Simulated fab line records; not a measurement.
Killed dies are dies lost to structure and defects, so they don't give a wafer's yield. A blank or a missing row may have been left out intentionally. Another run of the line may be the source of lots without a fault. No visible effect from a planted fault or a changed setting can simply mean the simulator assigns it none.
What tool caused it? | flow n5 finfet | Sampling: 24 lots, 72 wafers, 6 of 1938 route steps

WHAT THE GAUGES READ, wafer by wafer
No reading from a measuring or inspecting step in the record can be judged against a usual standard deviation.

TOOL THAT RAN EACH LOT (tool first, then ch and the chambers of the sampled wafers, then the start)
lot  | N5_BEOL_M1_ETCHBACK_99             | N5_BEOL_M1_TRENCH_ETCH_37                     | N5_BEOL_M1_DEGAS_44          | N5_BEOL_M1_ANNEAL_93         | N5_BEOL_M1_CMP_52             | N5_BEOL_M1_PRE_CLEAN_60
L074 | rie diel-03 ch 0,1,3, day 6 01:26  | rie diel-03 ch 0,1,3, day 6 02:11 or earlier  | pvd sputter-02, day 6 02:11  | pvd sputter-03, day 6 05:49  | cmp-02 ch 1,2, day 6 06:46    | cvd co-02 ch 1,2, day 6 07:23
L075 | rie diel-02 ch 0,3, day 6 05:22    | rie diel-02 ch 0,3, day 6 06:12 or earlier    | pvd sputter-01, day 6 06:12  | pvd sputter-01, day 6 09:53  | cmp-02 ch 2,3, day 6 10:44    | cvd co-02 ch 0,2, day 6 11:04
L076 | rie diel-06 ch 0,1,3, day 6 19:07  | rie diel-06 ch 0,1,3, day 6 20:11 or earlier  | pvd sputter-01, day 6 20:11  | pvd sputter-01, day 6 22:17  | cmp-02 ch 2,3, day 6 23:08    | cvd co-01 ch 0,1,2, day 6 23:28
L077 | rie diel-02 ch 1,2, day 7 09:27    | rie diel-02 ch 1,2, day 7 10:02 or earlier    | pvd sputter-02, day 7 10:02  | pvd sputter-01, day 7 13:23  | cmp-02 ch 0,1, day 7 14:14    | cvd co-01 ch 0,2, day 7 14:34
L078 | rie diel-02 ch 2,3, day 7 14:12    | rie diel-02 ch 2,3, day 7 14:57 or earlier    | pvd sputter-03, day 7 14:57  | pvd sputter-03, day 7 16:56  | cmp-01 ch 1,2,3, day 7 17:49  | cvd co-01 ch 0,2, day 7 18:07
L079 | rie diel-02 ch 1,2,3, day 8 01:54  | rie diel-02 ch 1,2,3, day 8 03:20 or earlier  | pvd sputter-02, day 8 03:20  | pvd sputter-02, day 8 05:26  | cmp-04 ch 1,2,3, day 8 06:20  | cvd co-01 ch 0,1,2, day 8 06:37
L080 | rie diel-03 ch 1,2,3, day 8 06:43  | rie diel-03 ch 1,2,3, day 8 07:44 or earlier  | pvd sputter-01, day 8 07:44  | pvd sputter-01, day 8 11:48  | cmp-01 ch 2,3, day 8 12:43    | cvd co-02 ch 0,1,2, day 8 13:02
L081 | rie diel-06 ch 0,2, day 8 10:47    | rie diel-06 ch 0,2, day 8 11:26 or earlier    | pvd sputter-03, day 8 11:26  | pvd sputter-02, day 8 13:32  | cmp-04 ch 0,1,2, day 8 14:35  | cvd co-02 ch 0,1,2, day 8 14:55
L083 | rie diel-02 ch 1,2,3, day 8 11:15  | rie diel-02 ch 1,2,3, day 8 11:51 or earlier  | pvd sputter-02, day 8 11:51  | pvd sputter-03, day 8 15:34  | cmp-02 ch 0,1,3, day 8 16:25  | cvd co-02 ch 1,2, day 8 16:45
L082 | rie diel-02 ch 0,1,3, day 8 14:01  | rie diel-02 ch 0,1,3, day 8 14:43 or earlier  | pvd sputter-01, day 8 14:43  | pvd sputter-01, day 8 16:43  | cmp-02 ch 0,2,3, day 8 17:54  | cvd co-02 ch 0,2, day 8 18:10
L084 | rie diel-02 ch 0,3, day 9 08:56    | rie diel-02 ch 0,3, day 9 09:41 or earlier    | pvd sputter-01, day 9 09:41  | pvd sputter-02, day 9 11:47  | cmp-04 ch 1,2,3, day 9 12:43  | cvd co-01 ch 1,2, day 9 12:58
L085 | rie diel-03 ch 0,1,2, day 9 08:58  | rie diel-03 ch 0,1,2, day 9 09:46 or earlier  | pvd sputter-01, day 9 09:46  | pvd sputter-03, day 9 11:52  | cmp-01 ch 0,1,3, day 9 12:43  | cvd co-02 ch 0,1,2, day 9 13:04
L086 | rie diel-06 ch 2,3, day 9 09:04    | rie diel-06 ch 2,3, day 9 09:50 or earlier    | pvd sputter-03, day 9 09:50  | pvd sputter-01, day 9 11:53  | cmp-02 ch 0,1, day 9 12:59    | cvd co-02 ch 0,1, day 9 13:20
L088 | rie diel-02 ch 0,2,3, day 9 15:24  | rie diel-02 ch 0,2,3, day 9 16:04 or earlier  | pvd sputter-01, day 9 16:04  | pvd sputter-01, day 9 19:41  | cmp-04 ch 0,2,3, day 9 20:40  | cvd co-02 ch 0,2, day 9 20:53
L087 | rie diel-06 ch 1,3, day 9 20:32    | rie diel-06 ch 1,3, day 9 21:39 or earlier    | pvd sputter-03, day 9 21:39  | pvd sputter-02, day 10 00:05 | cmp-01 ch 0,1,3, day 10 00:58 | cvd co-01 ch 1,2, day 10 01:26
L089 | rie diel-06 ch 0,2,3, day 10 00:33 | rie diel-06 ch 0,2,3, day 10 01:08 or earlier | pvd sputter-02, day 10 01:08 | pvd sputter-03, day 10 03:13 | cmp-04 ch 2,3, day 10 04:34   | cvd co-02 ch 0,2, day 10 04:52
L090 | rie diel-03 ch 0,1,3, day 10 14:49 | rie diel-03 ch 0,1,3, day 10 15:48 or earlier | pvd sputter-02, day 10 15:48 | pvd sputter-02, day 10 17:58 | cmp-04 ch 1,2,3, day 10 18:49 | cvd co-02 ch 0,1,2, day 10 19:08
L091 | rie diel-02 ch 0,2,3, day 10 14:54 | rie diel-02 ch 0,2,3, day 10 15:49 or earlier | pvd sputter-01, day 10 15:49 | pvd sputter-01, day 10 19:37 | cmp-02 ch 0,1,3, day 10 20:28 | cvd co-02 ch 0,2, day 10 20:51
L092 | rie diel-03 ch 1,2,3, day 11 05:38 | rie diel-03 ch 1,2,3, day 11 06:24 or earlier | pvd sputter-02, day 11 06:24 | pvd sputter-02, day 11 09:52 | cmp-04 ch 1,2,3, day 11 10:46 | cvd co-02 ch 1,2, day 11 11:05
L093 | rie diel-03 ch 0,3, day 11 08:50   | rie diel-03 ch 0,3, day 11 09:35 or earlier   | pvd sputter-03, day 11 09:35 | pvd sputter-02, day 11 11:42 | cmp-04 ch 1,2,3, day 11 13:05 | cvd co-02 ch 0,1, day 11 13:21
L094 | rie diel-06 ch 0,1,2, day 11 14:29 | rie diel-06 ch 0,1,2, day 11 15:32 or earlier | pvd sputter-02, day 11 15:32 | pvd sputter-02, day 11 17:40 | cmp-02 ch 1,2,3, day 11 18:31 | cvd co-02 ch 0,1,2, day 11 18:51
L097 | rie diel-02 ch 0,1,3, day 12 02:29 | rie diel-02 ch 0,1,3, day 12 03:17 or earlier | pvd sputter-01, day 12 03:17 | pvd sputter-02, day 12 05:40 | cmp-01 ch 1,2,3, day 12 06:31 | cvd co-02 ch 1,2, day 12 06:52
L095 | rie diel-03 ch 0,1, day 12 02:32   | rie diel-03 ch 0,1, day 12 03:22 or earlier   | pvd sputter-01, day 12 03:22 | pvd sputter-01, day 12 05:49 | cmp-04 ch 1,2, day 12 06:40   | cvd co-01 ch 0,1, day 12 07:00
L096 | rie diel-06 ch 0,1,3, day 12 02:34 | rie diel-06 ch 0,1,3, day 12 03:31 or earlier | pvd sputter-02, day 12 03:31 | pvd sputter-03, day 12 06:48 | cmp-02 ch 1,2,3, day 12 07:40 | cvd co-02 ch 0,2, day 12 08:00
- N5_BEOL_M1_ETCHBACK_99: etches SiO2 in CHF3, target depth 5 nm, time 10.4 s.
- N5_BEOL_M1_TRENCH_ETCH_37: etches SiOC in C4F6/O2, target depth 55.207 nm, time 29 s.
- N5_BEOL_M1_DEGAS_44: time 60 s.
- N5_BEOL_M1_ANNEAL_93: time 240 s.
- N5_BEOL_M1_CMP_52: polishes, stops on SiOC, t overpolish 6.8 s, target thk 40 nm.
- N5_BEOL_M1_PRE_CLEAN_60: time 15 s.

WHAT THE TOOLS THEMSELVES READ (means of the sampled wafers that have a number; where no wafer has one, the mark that the record gives instead)
N5_BEOL_M1_ETCHBACK_99.
lot  | tool        | drypump motor current A (A) | oes product au (a.u.) | rf vpp V (V) | showerhead plenum p Torr (Torr) | throttle valve pct (%)
L074 | rie diel-03 | 5.7                         | 0.83                  | 240          | 2.22                            | 17.00
L075 | rie diel-02 | 5.8                         | 0.70                  | 239          | 2.17                            | 17.27
L076 | rie diel-06 | 5.7                         | 0.81                  | 240          | 2.16                            | 16.95
L077 | rie diel-02 | 5.5                         | 0.79                  | 240          | 2.06                            | 16.98
L078 | rie diel-02 | 5.8                         | 0.76                  | 243          | 2.15                            | 17.01
L079 | rie diel-02 | 5.7                         | 0.77                  | 241          | 2.10                            | 16.99
L080 | rie diel-03 | 5.7                         | 0.84                  | 239          | 2.25                            | 17.07
L081 | rie diel-06 | 5.5                         | 0.87                  | 231          | 2.20                            | 16.75
L083 | rie diel-02 | 5.7                         | 0.77                  | 241          | 2.10                            | 16.99
L082 | rie diel-02 | 5.7                         | 0.74                  | 241          | 2.15                            | 17.11
L084 | rie diel-02 | 5.8                         | 0.69                  | 240          | 2.16                            | 17.30
L085 | rie diel-03 | 6.1                         | 0.80                  | 241          | 2.20                            | 16.95
L086 | rie diel-06 | 5.3                         | 0.89                  | 241          | 2.15                            | 16.90
L088 | rie diel-02 | 5.8                         | 0.73                  | 239          | 2.12                            | 17.20
L087 | rie diel-06 | 5.5                         | 0.75                  | 242          | 2.17                            | 17.09
L089 | rie diel-06 | 5.6                         | 0.85                  | 237          | 2.16                            | 16.84
L090 | rie diel-03 | 5.7                         | 0.81                  | 241          | 2.21                            | 17.04
L091 | rie diel-02 | 5.8                         | 0.73                  | 239          | 2.11                            | 17.21
L092 | rie diel-03 | 5.7                         | 0.81                  | 239          | 2.24                            | 17.08
L093 | rie diel-03 | 5.5                         | 0.86                  | 240          | 2.25                            | 16.88
L094 | rie diel-06 | 5.6                         | 0.77                  | 234          | 2.18                            | 16.92
L097 | rie diel-02 | 5.7                         | 0.82                  | 242          | 2.14                            | 17.00
L095 | rie diel-03 | 6.0                         | 0.77                  | 243          | 2.15                            | 16.95
L096 | rie diel-06 | 5.7                         | 0.77                  | 240          | 2.15                            | 17.02

N5_BEOL_M1_TRENCH_ETCH_37.
lot  | tool        | drypump motor current A (A) | oes product au (a.u.) | rf vpp V (V) | showerhead plenum p Torr (Torr) | throttle valve pct (%)
L074 | rie diel-03 | 5.7                         | 0.83                  | 665          | 2.94                            | 20.80
L075 | rie diel-02 | 5.7                         | 0.70                  | 663          | 2.87                            | 21.08
L076 | rie diel-06 | 5.7                         | 0.81                  | 661          | 2.85                            | 20.70
L077 | rie diel-02 | 5.5                         | 0.79                  | 665          | 2.73                            | 20.79
L078 | rie diel-02 | 5.8                         | 0.77                  | 672          | 2.84                            | 20.79
L079 | rie diel-02 | 5.7                         | 0.78                  | 668          | 2.78                            | 20.80
L080 | rie diel-03 | 5.7                         | 0.84                  | 659          | 2.97                            | 20.86
L081 | rie diel-06 | 5.5                         | 0.88                  | 639          | 2.91                            | 20.56
L083 | rie diel-02 | 5.6                         | 0.78                  | 668          | 2.78                            | 20.80
L082 | rie diel-02 | 5.7                         | 0.73                  | 669          | 2.85                            | 20.91
L084 | rie diel-02 | 5.8                         | 0.69                  | 662          | 2.87                            | 21.11
L085 | rie diel-03 | 6.1                         | 0.80                  | 666          | 2.90                            | 20.72
L086 | rie diel-06 | 5.3                         | 0.89                  | 663          | 2.84                            | 20.71
L088 | rie diel-02 | 5.8                         | 0.74                  | 662          | 2.81                            | 21.00
L087 | rie diel-06 | 5.5                         | 0.75                  | 665          | 2.86                            | 20.83
L089 | rie diel-06 | 5.6                         | 0.86                  | 654          | 2.85                            | 20.63
L090 | rie diel-03 | 5.7                         | 0.81                  | 664          | 2.92                            | 20.84
L091 | rie diel-02 | 5.8                         | 0.72                  | 662          | 2.80                            | 21.03
L092 | rie diel-03 | 5.8                         | 0.81                  | 659          | 2.96                            | 20.89
L093 | rie diel-03 | 5.5                         | 0.85                  | 663          | 2.96                            | 20.69
L094 | rie diel-06 | 5.7                         | 0.77                  | 649          | 2.89                            | 20.69
L097 | rie diel-02 | 5.7                         | 0.82                  | 668          | 2.84                            | 20.82
L095 | rie diel-03 | 6.1                         | 0.78                  | 672          | 2.85                            | 20.70
L096 | rie diel-06 | 5.7                         | 0.77                  | 662          | 2.84                            | 20.76

N5_BEOL_M1_DEGAS_44.
lot  | tool           | heater power w (W)
L074 | pvd sputter-02 | 315
L075 | pvd sputter-01 | 325
L076 | pvd sputter-01 | 329
L077 | pvd sputter-02 | 337
L078 | pvd sputter-03 | 302
L079 | pvd sputter-02 | 373
L080 | pvd sputter-01 | 337
L081 | pvd sputter-03 | 301
L083 | pvd sputter-02 | 341
L082 | pvd sputter-01 | 334
L084 | pvd sputter-01 | 331
L085 | pvd sputter-01 | 327
L086 | pvd sputter-03 | 304
L088 | pvd sputter-01 | 333
L087 | pvd sputter-03 | 302
L089 | pvd sputter-02 | 340
L090 | pvd sputter-02 | 335
L091 | pvd sputter-01 | 325
L092 | pvd sputter-02 | 339
L093 | pvd sputter-03 | 305
L094 | pvd sputter-02 | 368
L097 | pvd sputter-01 | 321
L095 | pvd sputter-01 | 323
L096 | pvd sputter-02 | 371

N5_BEOL_M1_ANNEAL_93.
lot  | tool           | heater power w (W)
L074 | pvd sputter-03 | 765
L075 | pvd sputter-01 | 804
L076 | pvd sputter-01 | 820
L077 | pvd sputter-01 | 816
L078 | pvd sputter-03 | 790
L079 | pvd sputter-02 | 916
L080 | pvd sputter-01 | 830
L081 | pvd sputter-02 | 781
L083 | pvd sputter-03 | 760
L082 | pvd sputter-01 | 806
L084 | pvd sputter-02 | 912
L085 | pvd sputter-03 | 778
L086 | pvd sputter-01 | 827
L088 | pvd sputter-01 | 807
L087 | pvd sputter-02 | 783
L089 | pvd sputter-03 | 785
L090 | pvd sputter-02 | 919
L091 | pvd sputter-01 | 829
L092 | pvd sputter-02 | 854
L093 | pvd sputter-02 | 900
L094 | pvd sputter-02 | 842
L097 | pvd sputter-02 | 846
L095 | pvd sputter-01 | 828
L096 | pvd sputter-03 | 766

N5_BEOL_M1_CMP_52.
lot  | tool   | barrier field endpoint s (s) | motor current A (A) | overpolish run s (s) | time to endpoint s (s)
L074 | cmp-02 | 23.8                         | 6.8                 | 6.799                | 60
L075 | cmp-02 | 23.6                         | 6.3                 | 6.796                | 57
L076 | cmp-02 | 24.1                         | 6.5                 | 6.792                | 60
L077 | cmp-02 | 25.4                         | 6.6                 | 6.790                | 67
L078 | cmp-01 | 24.4                         | 6.2                 | 6.794                | 64
L079 | cmp-04 | 23.9                         | 6.1                 | 6.807                | 62
L080 | cmp-01 | 25.4                         | 6.5                 | 6.799                | 64
L081 | cmp-04 | 23.8                         | 6.2                 | 6.803                | 63
L083 | cmp-02 | 24.5                         | 6.5                 | 6.803                | 63
L082 | cmp-02 | 24.4                         | 6.2                 | 6.807                | 59
L084 | cmp-04 | 24.1                         | 5.9                 | 6.798                | 60
L085 | cmp-01 | 24.2                         | 6.5                 | 6.797                | 62
L086 | cmp-02 | 25.5                         | 6.6                 | 6.807                | 63
L088 | cmp-04 | 25.1                         | 6.1                 | 6.804                | 65
L087 | cmp-01 | 24.7                         | 6.6                 | 6.807                | 65
L089 | cmp-04 | 24.7                         | 6.2                 | 6.798                | 63
L090 | cmp-04 | 23.4                         | 6.1                 | 6.797                | 60
L091 | cmp-02 | 24.7                         | 6.4                 | 6.793                | 63
L092 | cmp-04 | 24.2                         | 6.2                 | 6.799                | 59
L093 | cmp-04 | 24.1                         | 6.2                 | 6.810                | 59
L094 | cmp-02 | 25.0                         | 6.4                 | 6.804                | 65
L097 | cmp-01 | 23.7                         | 6.4                 | 6.804                | 61
L095 | cmp-04 | 24.0                         | 6.1                 | 6.810                | 57
L096 | cmp-02 | 24.4                         | 6.3                 | 6.799                | 60

N5_BEOL_M1_PRE_CLEAN_60.
lot  | tool      | heater power w (W)
L074 | cvd co-02 | 120
L075 | cvd co-02 | 104
L076 | cvd co-01 | 82
L077 | cvd co-01 | 79
L078 | cvd co-01 | 72
L079 | cvd co-01 | 83
L080 | cvd co-02 | 111
L081 | cvd co-02 | 110
L083 | cvd co-02 | 121
L082 | cvd co-02 | 97
L084 | cvd co-01 | 90
L085 | cvd co-02 | 110
L086 | cvd co-02 | 121
L088 | cvd co-02 | 98
L087 | cvd co-01 | 94
L089 | cvd co-02 | 97
L090 | cvd co-02 | 113
L091 | cvd co-02 | 96
L092 | cvd co-02 | 122
L093 | cvd co-02 | 104
L094 | cvd co-02 | 112
L097 | cvd co-02 | 122
L095 | cvd co-01 | 89
L096 | cvd co-02 | 97

THE ANSWER, worked out from the rows above alone
Rule: usual is defined by the lots themselves. The widest of any qualifying gaps counts: lots, ordered by their means at a reading, are off when they make up no more than a third of the lots, leave a main group of 4 or more, and stand apart from it by 3 or more times the standard deviation of that group's means. Not used: any main group whose means are identical at the precision the tables above print for the reading. A lot without any number at a reading at which 4 lots or more have one is off too. Where the step has rows for the other lots, those lots are counted as sound. After the gauges, taken in route order, come the tools' own readings; for these a lot's mean is taken, as printed above. At the first step where some lot is off, the reading lying furthest off is the one used; lots without a number count as furthest.
None of the lots is off at any reading shown; this tells nothing.

WHAT WAS PUT IN BY THE SIMULATOR
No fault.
